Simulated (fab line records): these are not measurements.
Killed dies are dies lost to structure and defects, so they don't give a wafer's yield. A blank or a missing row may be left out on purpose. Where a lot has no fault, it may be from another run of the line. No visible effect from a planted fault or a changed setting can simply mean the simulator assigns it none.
fab line records | flow n5Finfet
record: lots: 11 wafers: 32 lastDay: 18
route steps=1938 shown BEOL_M4@1111 BEOL_M8@1389 PASSIVATION@1936
lots that met no fault: from a run of the same line without faults
startH: start of the lot's first displayed wafer, in hours after the record's first day | waitH: how many hours have passed since the lot's step before this one | " identical to the entry in the row above | L1.1+2: a row that stands for several wafers | - no value, or no start given | * or withheld: withheld | < > ~ a bound
route shown NAME@n: names a module that has steps shown in the file, with the first one's number in the route | usual: average and standard deviation across the fault-free wafers | same: alike in all rows | chamber/n: place in a boat | sites: each site's reading | _std_site: how widely they spread, as a standard deviation | _edge_site: outer sites' mean less inner sites' | radiusMm: how far each site lies from the wafer's centre | mask NAME#n: copy n | behind: the last tool/chamber to shape the wafer | hold: why the lot went on hold/how many hours it stayed there/how the hold came to an end | device: the n, p or np transistor that did not switch | end of line: tests of these same wafers at the route's end | a step given without rows: its recipe and nothing more | killed: dies that structure and defects cost at the first sort, which is not the same as the wafer's yield | map: a wafer's dies, x killed, . not, _ none there
set.NAME: the run value of the setting; set.NAME@STEP: its run value at that earlier step | model.NAME: the simulator's own value behind a step, which no gauge read
steps of the route over a sample of lots; a table a step, a row a wafer
services: from which hour (startH, from the record's first day; less than 0 if before it) a tool's chamber was out of use, for how many hours, and why
== steps ==
step: N5_BEOL_M4_RC_MEAS_101
usual: DIBL_N: 35.8/2.2 DIBL_P: 35.3/2.7 IOFF_N: 0.16/0.043 IOFF_P: 0.21/0.043 ION_N: 676/15 ION_P: 463/9.1 SS_N: 71.4/0.77 SS_P: 73.0/0.79 VT_N: 250/4 VT_P: -249.8/2.8
columns lot.wafer tool chamber startH waitH DIBL_N[mV/V] DIBL_P[mV/V] IOFF_N[nA/um] IOFF_P[nA/um] ION_N[uA/um] ION_P[uA/um] SS_N[mV/dec] SS_P[mV/dec] VT_N[mV] VT_P[mV]
L172.1 prober-02 0 193.49 0.0 29.6 29.3 0.08 0.13 641 453 70.4 72.0 259 -254.3
L172.2 " 0 " " 38.5 39.2 0.23 0.27 693 474 71.8 74.0 244 -245.1
L172.6 " 0 " " 38.8 39.7 0.24 0.27 691 465 72.6 74.1 245 -245.0
L174.1 prober-02 0 197.47 0.0 35.9 35.7 0.13 0.19 645 447 71.4 73.9 255 -252.4
L174.4 " 0 " " 38.0 37.9 0.19 0.22 697 470 71.5 74.1 246 -249.1
L179.2 prober-02 0 228.23 0.2 35.8 33.7 0.16 0.19 682 468 70.4 72.5 247 -248.5
L179.3 " 0 " " 37.3 35.3 0.17 0.20 685 466 71.9 74.0 248 -251.6
L179.4 " 0 " " 34.9 34.2 0.14 0.19 674 469 71.3 73.3 250 -251.7
L178.2 prober-02 0 231.90 0.2 37.2 35.2 0.17 0.20 675 458 71.4 72.9 249 -251.0
L178.4 " 0 " " 38.9 36.9 0.19 0.22 687 469 71.9 73.0 250 -249.8
L178.5 " 0 " " 35.4 33.4 0.13 0.17 670 463 71.0 72.4 255 -253.7
L180.4 prober-02 0 246.25 0.5 31.4 29.7 0.10 0.14 662 460 70.6 71.3 255 -255.3
L180.5 " 0 " " 34.2 33.4 0.13 0.19 685 473 70.9 72.5 249 -249.2
L180.6 " 0 " " 33.4 31.2 0.13 0.15 679 461 70.2 72.0 252 -253.8
L182.1 prober-01 0 247.59 0.0 36.4 36.0 0.16 0.19 690 464 70.8 73.7 249 -250.6
L182.3 " 0 " " 34.9 34.8 0.15 0.17 687 463 72.2 72.9 249 -252.7
L182.5 " 0 " " 32.5 33.0 0.11 0.15 669 458 70.2 72.3 255 -253.7
L185.1 prober-01 0 265.80 0.0 39.1 39.6 0.22 0.26 688 468 71.5 74.2 245 -250.3
L185.2 " 0 " " 34.7 33.9 0.14 0.19 677 466 71.0 72.7 251 -252.1
L185.6 " 0 " " 33.8 33.5 0.14 0.17 689 465 70.9 73.3 251 -254.2
L187.4 prober-02 0 285.28 0.5 35.7 35.0 0.15 0.20 693 480 71.4 73.5 251 -249.1
L187.5 " 0 " " 34.3 33.1 0.12 0.17 669 457 71.2 72.0 254 -251.4
L187.6 " 0 " " 36.9 35.8 0.16 0.21 680 464 71.9 73.0 250 -249.4
L190.1 prober-01 0 309.86 0.0 34.8 32.2 0.11 0.18 671 458 71.5 72.6 254 -251.6
L190.3 " 0 " " 34.6 30.8 0.10 0.16 649 457 71.3 72.3 258 -251.8
L190.5 " 0 " " 37.2 34.4 0.14 0.21 669 468 71.7 73.1 252 -248.4
L191.4 prober-02 0 310.06 0.5 33.6 33.1 0.12 0.17 673 463 70.5 72.1 251 -255.0
L191.5 " 0 " " 34.4 32.8 0.14 0.16 679 453 71.0 72.0 252 -253.8
L191.6 " 0 " " 37.1 36.3 0.17 0.21 673 449 72.3 73.5 250 -249.5
L192.3 prober-01 0 314.68 0.3 35.3 33.6 0.14 0.21 667 466 71.1 72.9 249 -250.5
L192.5 " 0 " " 35.0 31.5 0.12 0.16 660 459 71.0 72.0 254 -252.2
L192.6 " 0 " " 35.3 33.0 0.14 0.18 682 466 71.3 72.1 251 -250.8
step: N5_BEOL_M8_ALD_77
recipe: material: TaN targetThkA: 20 tempC: 275 aldPrecursorFamily: PDMAT aldCoReactant: NH3 pressureTorr: 3 carrierFlowSccm: 1500 pulseTimeS: 2 purgeTimeS: 3 coReactantPurgeTimeS: 2 coReactantPulseTimeS: 3 aldCycles: 40 precursorVesselTempC: 75 precursorVesselPressureTorr: 26.25 precursorVesselCarrierSccm: 1000
usual: heaterPowerW: 410/48
columns lot.wafer tool chamber startH waitH heaterPowerW
L172.1 aldMetal-02 3 228.06 0.0 362
L172.2 " 0 " " 395
L172.6 " 0 " " 395
L174.1 aldMetal-02 0 231.36 0.0 411
L174.4 " 1 " " 447
L179.2 aldMetal-03 3 266.40 0.1 448
L179.3 " 2 " " 369
L179.4 " 0 " " 430
L178.2 aldMetal-03 2 269.40 0.1 373
L178.4 " 1 " " 398
L178.5 " 1 " " 406
L182.1 aldMetal-03 2 280.19 0.1 374
L182.3 " 3 " " 435
L182.5 " 0 " " 422
L180.4 aldMetal-01 3 280.27 0.1 541
L180.5 " 0 " " 390
L180.6 " 3 " " 557
L185.1 aldMetal-02 1 304.44 0.1 451
L185.2 " 0 " " 405
L185.6 " 0 " " 407
L187.4 aldMetal-02 3 324.00 0.0 354
L187.5 " 0 " " 408
L187.6 " 1 " " 463
L190.1 aldMetal-01 3 351.09 0.0 557
L190.3 " 0 " " 388
L190.5 " 0 " " 389
L191.4 aldMetal-03 3 351.92 0.1 441
L191.5 " 2 " " 372
L191.6 " 3 " " 449
L192.3 aldMetal-02 3 362.41 0.0 327
L192.5 " 0 " " 371
L192.6 " 1 " " 446
step: N5_BEOL_M8_CVD_78
recipe: material: Co targetThkA: 20 tempC: withheld precursor: CCTBA/H2 pressureTorr: 30 timeS: 142.3
usual: chamberPressureTorr: 30.01/0.062 runLengthS: 165.4/0.54
columns lot.wafer tool chamber startH waitH chamberPressureTorr runLengthS
L172.1 cvdCo-02 0 228.48 0.1 30.07 165.1
L172.2 " 2 " " 29.95 165.2
L172.6 " 0 " " 29.96 164.9
L174.1 cvdCo-02 0 232.86 0.0 29.96 165.3
L174.4 " 2 " " 29.91 165.5
L179.2 cvdCo-02 1 267.23 0.3 30.10 166.0
L179.3 " 2 " " 30.03 165.9
L179.4 " 0 " " 29.85 165.3
L178.2 cvdCo-02 1 271.43 0.1 - -
L178.4 " 0 " " - -
L178.5 " 1 " " - -
L182.1 cvdCo-02 2 280.82 0.3 - -
L182.3 " 0 " " - -
L182.5 " 2 " " - -
L180.4 cvdCo-02 0 280.96 0.4 - -
L180.5 " 2 " " - -
L180.6 " 1 " " - -
L185.1 cvdCo-02 1 305.02 0.2 30.01 166.1
L185.2 " 2 " " 30.00 165.1
L185.6 " 1 " " 30.05 165.9
L187.4 cvdCo-01 0 324.51 0.2 30.11 165.4
L187.5 " 1 " " 29.92 165.5
L187.6 " 2 " " 30.05 164.5
L190.1 cvdCo-02 0 351.46 0.1 30.11 165.2
L190.3 " 1 " " 30.05 166.1
L190.5 " 0 " " 29.93 165.1
L191.4 cvdCo-02 2 353.49 0.1 29.94 165.4
L191.5 " 1 " " 29.93 166.1
L191.6 " 0 " " 30.05 164.6
L192.3 cvdCo-02 0 362.99 0.3 30.02 164.5
L192.5 " 0 " " 30.06 165.0
L192.6 " 2 " " 30.00 165.9
step: N5_BEOL_M8_SPUTTER_48
recipe: material: Cu targetThkA: 100 tempC: -20 biasV: 60 powerW: 26000 chamberPressurePa: 0.13 timeS: 1.667
usual: biasV: 60.0/0.6 throttleValvePct: 30.1/0.93
columns lot.wafer tool chamber startH waitH biasV throttleValvePct
L172.1 pvdSputter-01 - 228.63 0.1 59.6 30.4
L172.2 " - " " 59.1 30.8
L172.6 " - " " 60.4 31.2
L174.1 pvdSputter-02 - 233.00 0.1 60.2 30.5
L174.4 " - " " 60.4 28.2
L179.2 pvdSputter-02 - 268.02 0.7 60.1 30.2
L179.3 " - " " 58.2 28.4
L179.4 " - " " 59.6 31.1
L178.2 pvdSputter-03 - 271.56 0.1 60.0 30.5
L178.4 " - " " 60.0 30.2
L178.5 " - " " 60.9 30.0
L182.1 pvdSputter-01 - 281.17 0.3 60.5 30.9
L182.3 " - " " 59.4 29.8
L182.5 " - " " 60.4 30.4
L180.4 pvdSputter-01 - 281.25 0.2 60.2 27.8
L180.5 " - " " 60.2 28.5
L180.6 " - " " 60.8 31.1
L185.1 pvdSputter-02 - 305.18 0.1 59.4 29.9
L185.2 " - " " 59.5 30.4
L185.6 " - " " 59.7 31.2
L187.4 pvdSputter-03 - 324.63 0.1 60.4 31.1
L187.5 " - " " 60.5 30.2
L187.6 " - " " 60.5 30.5
L190.1 pvdSputter-01 - 351.59 0.1 61.0 30.5
L190.3 " - " " 60.3 29.9
L190.5 " - " " 59.2 27.9
L191.4 pvdSputter-03 - 353.56 0.0 60.6 30.4
L191.5 " - " " 59.7 30.3
L191.6 " - " " 60.0 31.0
L192.3 pvdSputter-01 - 363.30 0.3 59.5 30.9
L192.5 " - " " 60.7 28.0
L192.6 " - " " 60.4 30.9
step: N5_BEOL_M8_RS_MEAS_57
recipe: thkMeasGauge: four-point-probe reads: Cu_of_BEOL_M8_ECD_50+Co_of_BEOL_M8_CVD_78+TaN_of_BEOL_M8_ALD_77
usual: M8_RS: 0.284/0.012
columns lot.wafer tool chamber startH waitH M8_RS[ohm/sq]
L172.1 filmMetro-01 - 229.70 0.1 0.269
L172.2 " - " " 0.269
L172.6 " - " " 0.279
L174.1 filmMetro-02 - 233.94 0.1 0.274
L174.4 " - " " 0.268
L179.2 filmMetro-01 - 268.96 0.1 0.285
L179.3 " - " " 0.281
L179.4 " - " " 0.281
L178.2 filmMetro-01 - 272.49 0.1 0.274
L178.4 " - " " 0.268
L178.5 " - " " 0.278
L182.1 filmMetro-02 - 282.11 0.1 0.272
L182.3 " - " " 0.280
L182.5 " - " " 0.276
L180.4 filmMetro-01 - 282.39 0.0 0.281
L180.5 " - " " 0.287
L180.6 " - " " 0.277
L185.1 filmMetro-02 - 306.60 0.1 0.272
L185.2 " - " " 0.275
L185.6 " - " " 0.306
L187.4 filmMetro-01 - 327.41 0.1 0.270
L187.5 " - " " 0.275
L187.6 " - " " 0.272
L190.1 filmMetro-02 - 355.50 0.1 0.296
L190.3 " - " " 0.277
L190.5 " - " " 0.276
L191.4 filmMetro-02 - 356.59 0.0 0.281
L191.5 " - " " 0.277
L191.6 " - " " 0.276
L192.3 filmMetro-01 - 366.71 0.1 0.277
L192.5 " - " " 0.263
L192.6 " - " " 0.294
step: N5_PASSIVATION_PROBE_49
usual: defectLimitedYield: 91.1/1.4 killed_at_M0_to_M3: 34/11 killed_at_M4_up: 14/5.6 killedAtContacts: 13/5.9 killedAtFrontEnd: 40/11 killedAtOther: 4/3.1 killedDies: 105/16 killedOnRim: 14/4.2 killedOpen: 68/11 killedShort: 34/8.4 sort_bin_5_function: 5.2/0.86 sort_bin_6_memory: 3.2/0.7 sort_bin_8_speed: 0.1/1.1 sortNPass: 1074/21 sortYieldPct: 91.0/1.8
same: grossDies: 1180 killedAtBackSide: 0 sort_bin_4_leakage[%]: 0
columns lot.wafer tool chamber startH waitH defectLimitedYield[%] killed_at_M0_to_M3 killed_at_M4_up killedAtContacts killedAtFrontEnd killedAtOther killedDies killedOnRim killedOpen killedShort sort_bin_5_function[%] sort_bin_6_memory[%] sort_bin_8_speed[%] sortNPass sortYieldPct[%]
L178.2 prober-02 - 344.68 0.6 19.5 33 884 6 24 3 950 149 48 32 65.7 14.4 0 230 19.5
L178.4 prober-02 - 344.78 0.7 19.0 37 891 9 17 2 956 88 51 26 68.1 12.8 0 224 19.0
L178.5 prober-02 - 344.83 0.7 19.2 52 874 13 14 1 954 147 58 33 67.6 12.9 0 226 19.2
L182.1 prober-01 - 347.38 0.0 19.2 14 896 5 28 10 953 130 45 25 69.1 11.4 0 227 19.2
L182.3 prober-01 - 347.48 0.1 19.0 35 854 5 50 12 956 86 72 34 66.9 13.2 0.1 224 19.0
L182.5 prober-01 - 347.58 0.2 19.6 40 844 12 44 9 949 129 67 33 67.2 11.9 0 231 19.6
L180.4 prober-01 - 353.80 0.2 19.1 20 883 20 30 2 955 77 56 24 69.1 11.4 0 225 19.1
L180.5 prober-01 - 353.85 0.2 19.7 21 864 30 31 1 947 126 56 32 68.1 11.7 0 233 19.7
L180.6 prober-01 - 353.90 0.3 19.8 22 867 14 39 4 946 151 51 30 67.8 12.1 0 234 19.8
L185.1 prober-02 - 381.47 0.0 91.5 41 16 15 27 1 100 13 57 38 4.5 3.6 0 1080 91.5
L185.2 prober-02 - 381.52 0.1 92.4 25 7 2 54 2 90 15 64 26 4.2 3.1 0 1090 92.4
L185.6 prober-02 - 381.72 0.3 91.1 42 10 12 40 1 105 14 73 32 5.3 3.4 0 1075 91.1
L187.4 prober-01 - 402.88 0.2 93.5 24 15 14 24 0 77 9 49 27 4.3 2.0 0 1103 93.5
L187.5 prober-01 - 402.93 0.2 90.2 37 17 11 47 4 116 10 77 39 5.5 4.2 0 1064 90.2
L187.6 prober-01 - 402.98 0.3 89.5 21 28 15 55 5 124 17 79 39 6.2 3.4 0 1056 89.5
killed by level:class
L178.2 BEOL_M8:areaCvd=539 BEOL_M8:interfaceVoidOpened=331 BEOL_M0_SAQP:geometricParticle:short=11 BEOL_M2:geometricParticle:open=10 MOL_CONTACT_COAG:geometricParticle:open=5 BEOL_M0_SAQP:geometricParticle:open=5 BEOL_M4:geometricParticle:open=5 FIN_SAQP:geometricParticle:short=4
L178.4 BEOL_M8:areaCvd=511 BEOL_M8:interfaceVoidOpened=365 BEOL_M0_SAQP:geometricParticle:open=13 BEOL_M0_SAQP:geometricParticle:short=10 BEOL_M2:geometricParticle:open=7 BEOL_M4:geometricParticle:open=7 MOL_CONTACT_COAG:geometricParticle:open=6 MOL_CONTACT_COAG:geometricParticle:short=3
L178.5 BEOL_M8:areaCvd=515 BEOL_M8:interfaceVoidOpened=345 BEOL_M0_SAQP:geometricParticle:open=20 BEOL_M0_SAQP:geometricParticle:short=18 MOL_CONTACT_COAG:geometricParticle:open=10 BEOL_M2:geometricParticle:open=5 BEOL_M3:geometricParticle:open=5 FIN_SAQP:geometricParticle:short=3
L182.1 BEOL_M8:areaCvd=524 BEOL_M8:interfaceVoidOpened=359 STI_FIN_REVEAL:geometricParticle:open=9 MOL_CONTACT_COAG:geometricParticle:open=5 BEOL_M0_SAQP:geometricParticle:short=5 BEOL_M2:geometricParticle:open=5 PAD_METAL:geometricParticle:short=4 BEOL_M5:geometricParticle:open=4
L182.3 BEOL_M8:areaCvd=515 BEOL_M8:interfaceVoidOpened=327 BEOL_M3:geometricParticle:open=14 FIN_SAQP:geometricParticle:short=8 STI_FIN_REVEAL:geometricParticle:open=7 BEOL_M0_SAQP:geometricParticle:short=7 BEOL_M2:geometricParticle:open=7 HKMG_FIN:areaEtch=7
L182.5 BEOL_M8:areaCvd=491 BEOL_M8:interfaceVoidOpened=342 HKMG_FIN:areaEtch=15 MOL_CONTACT_COAG:geometricParticle:open=12 BEOL_M0_SAQP:geometricParticle:short=10 BEOL_M0_SAQP:geometricParticle:open=6 BEOL_M1:geometricParticle:open=6 BEOL_M2:geometricParticle:open=6
L180.4 BEOL_M8:areaCvd=514 BEOL_M8:interfaceVoidOpened=359 MOL_CONTACT_COAG:geometricParticle:open=17 FIN_SAQP:geometricParticle:open=10 BEOL_M0_SAQP:geometricParticle:short=10 BEOL_M3:geometricParticle:open=5 BEOL_M0_SAQP:geometricParticle:open=4 BEOL_M4:geometricParticle:open=4
L180.5 BEOL_M8:areaCvd=535 BEOL_M8:interfaceVoidOpened=323 MOL_CONTACT_COAG:geometricParticle:open=23 MOL_CONTACT_COAG:geometricParticle:short=7 BEOL_M0_SAQP:geometricParticle:open=7 BEOL_M0_SAQP:geometricParticle:short=6 STI_FIN_REVEAL:geometricParticle:open=6 DUMMY_GATE:geometricParticle:open=5
L180.6 BEOL_M8:areaCvd=497 BEOL_M8:interfaceVoidOpened=365 MOL_CONTACT_COAG:geometricParticle:open=11 FIN_SAQP:geometricParticle:open=9 STI_FIN_REVEAL:geometricParticle:open=9 STI_FIN_REVEAL:geometricParticle:short=5 BEOL_M0_SAQP:geometricParticle:short=5 FIN_SAQP:geometricParticle:short=4
L185.1 BEOL_M2:geometricParticle:open=10 MOL_CONTACT_COAG:geometricParticle:open=10 BEOL_M0_SAQP:geometricParticle:open=7 BEOL_M4:geometricParticle:open=7 BEOL_M0_SAQP:geometricParticle:short=6 MOL_CONTACT_COAG:geometricParticle:short=5 DUMMY_GATE:geometricParticle:open=4 BEOL_M1:geometricParticle:short=4
L185.2 STI_FIN_REVEAL:geometricParticle:open=20 FIN_SAQP:geometricParticle:open=9 GATE_CUT:geometricParticle:short=9 BEOL_M2:geometricParticle:open=7 GATE_CUT:geometricParticle:open=5 BEOL_M2:geometricParticle:short=4 DUMMY_GATE:geometricParticle:open=3 BEOL_M0_SAQP:geometricParticle:short=3
L185.6 STI_FIN_REVEAL:geometricParticle:open=17 MOL_CONTACT_COAG:geometricParticle:open=11 BEOL_M0_SAQP:geometricParticle:short=10 BEOL_M0_SAQP:geometricParticle:open=8 BEOL_M1:geometricParticle:open=7 BEOL_M4:geometricParticle:open=6 BEOL_M2:geometricParticle:open=5 BEOL_M3:geometricParticle:open=5
L187.4 MOL_CONTACT_COAG:geometricParticle:open=12 BEOL_M0_SAQP:geometricParticle:short=7 BEOL_M0_SAQP:geometricParticle:open=5 FIN_SAQP:geometricParticle:short=4 STI_FIN_REVEAL:geometricParticle:open=4 BEOL_M0:geometricParticle:open=4 BEOL_M4:geometricParticle:open=4 BEOL_M7:geometricParticle:open=4
L187.5 FIN_SAQP:geometricParticle:open=16 BEOL_M1:geometricParticle:open=15 MOL_CONTACT_COAG:geometricParticle:open=9 BEOL_M0_SAQP:geometricParticle:open=8 FIN_SAQP:geometricParticle:short=7 STI_FIN_REVEAL:geometricParticle:open=6 BEOL_M1:geometricParticle:short=6 BEOL_M4:geometricParticle:open=6
L187.6 BEOL_M4:geometricParticle:open=12 STI_FIN_REVEAL:geometricParticle:open=12 MOL_CONTACT_COAG:geometricParticle:open=11 FIN_SAQP:geometricParticle:open=9 FIN_SAQP:geometricParticle:short=9 BEOL_M5:geometricParticle:open=9 GATE_CUT:geometricParticle:short=6 HKMG_FIN:areaEtch=6
== services ==
columns tool chamber startH hours kind
cvdCo-02 0 237.44 6.6 repair
cvdCo-01 - 243.87 2.8 pm
cvdCo-02 - 252.23 6.9 pm
aldMetal-02 3 253.62 16.2 repair
aldMetal-02 - 261.33 0.9 repair
cvdCo-01 - 263.04 0.3 repair
cvdCo-01 2 267.80 8.3 repair
aldMetal-01 - 273.22 0.2 repair
aldMetal-03 2 283.38 11.2 repair
aldMetal-01 - 283.58 2.8 pm
cvdCo-02 2 288.59 3.8 repair
cvdCo-01 - 289.21 1.1 repair
cvdCo-01 - 304.09 6.9 pm
cvdCo-02 - 325.00 0.2 repair
cvdCo-01 1 333.33 - clean
aldMetal-02 - 337.44 14.0 pm
aldMetal-02 0 337.44 14.0 ventCycle
aldMetal-02 1 337.44 14.0 ventCycle
aldMetal-02 2 337.44 14.0 ventCycle
aldMetal-02 3 337.44 14.0 ventCycle
aldMetal-02 0 351.44 - clean
aldMetal-02 1 351.44 - clean
aldMetal-02 2 351.44 - clean
aldMetal-02 3 351.44 - clean
== key ==
firstSign: step: N5_BEOL_M8_CVD_78 reading: toolRecord direction: missing
effect: step: N5_PASSIVATION_PROBE_49 reading: killed_at_M4_up direction: up sigmas: 99+ usual: 14 struck: 873
moreKillsBornAt: N5_BEOL_M8_CVD_78@cvdCo-02: 4640
metAt N5_BEOL_M8_CVD_78
struckLots L178,L180,L182
laterRowsLeftOut L178.2,L178.4,L178.5,L180.4,L180.5,L180.6,L182.1,L182.3,L182.5
baselineLoss: step: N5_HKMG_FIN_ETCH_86 wafers: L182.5
notActingAt N5_BEOL_M8_ALD_77,N5_BEOL_M8_SPUTTER_48,N5_BEOL_M8_RS_MEAS_57
onsetBetween 267.23 271.43
fault: kind: skippedStepWhole tool: cvdCo-02 chamber: - onsetH: 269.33 steps: N5_BEOL_M8_CVD_78 scope: struckLotsOnly
laterRowsLeftOut: the simulator's readings of these wafers behind a module that went badly wrong aren't trusted and aren't shown, but for the sort
baselineLoss: these wafers lose ten dies or more at that step, a loss of the line's own and not of a fault; the sort's usual values leave them out
